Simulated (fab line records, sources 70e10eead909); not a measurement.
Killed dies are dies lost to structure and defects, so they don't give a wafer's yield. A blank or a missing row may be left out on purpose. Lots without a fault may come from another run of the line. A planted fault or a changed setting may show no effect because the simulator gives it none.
Chamber matching | flow nand_harc | NHARC_A_CONTACT_DESCUM_47 on rie_diel-04: 4 sister chambers
The step chemistry O2, time 3 s. 8 wafers are shown with their chamber, then 12 later ones without.

WAFERS WITH THEIR CHAMBER
wafer  | chamber | showerhead_plenum_p_Torr (Torr) | drypump_motor_current_A (A)
L076.3 | 1       | 2.02                            | 5.52
L079.5 | 1       | 2.01                            | 5.49
L086.1 | 2       | 2.03                            | 5.62
L086.2 | 3       | 1.88                            | 5.92
L086.6 | 0       | 2.01                            | 5.79
L085.1 | 0       | 2.01                            | 5.78
L085.2 | 2       | 2.03                            | 5.60
L085.3 | 3       | 1.88                            | 5.96

WAFERS WITHOUT THEIR CHAMBER
wafer  | showerhead_plenum_p_Torr (Torr) | drypump_motor_current_A (A)
L091.2 | 1.87                            | 5.95
L091.5 | 2.03                            | 5.61
L091.6 | 2.01                            | 5.50
L093.1 | 2.02                            | 5.62
L093.3 | 1.87                            | 5.91
L093.6 | 1.87                            | 5.94
L094.1 | 2.01                            | 5.51
L094.3 | 2.00                            | 5.81
L094.4 | 2.02                            | 5.61
L095.1 | 2.02                            | 5.63
L095.2 | 2.00                            | 5.79
L095.3 | 2.01                            | 5.54

WHICH CHAMBER EACH WENT THROUGH
wafer  | from the rows above | in truth
L091.2 | 3                   | 3
L091.5 | 2                   | 2
L091.6 | 1                   | 1
L093.1 | 2                   | 2
L093.3 | 3                   | 3
L093.6 | 3                   | 3
L094.1 | 1                   | 1
L094.3 | 0                   | 0
L094.4 | 2                   | 2
L095.1 | 2                   | 2
L095.2 | 0                   | 0
L095.3 | 1                   | 1
Placed correctly: 12 of 12. Can't be placed from these rows: 0. Placed wrongly: 0.
How it was worked out, from the rows above alone: a wafer's distance from a chamber is the root of the sum, over the readings, of the square of ((its reading less the chamber's mean) divided by the reading's scatter). The wafer belongs to the nearest chamber; if the next one is less than 2 further off, it can't be placed. A chamber's mean is the mean of its shown wafers. The scatter: the root of (the sum of the squares of (reading less its chamber's mean) over the shown wafers, divided by (wafers less chambers)).
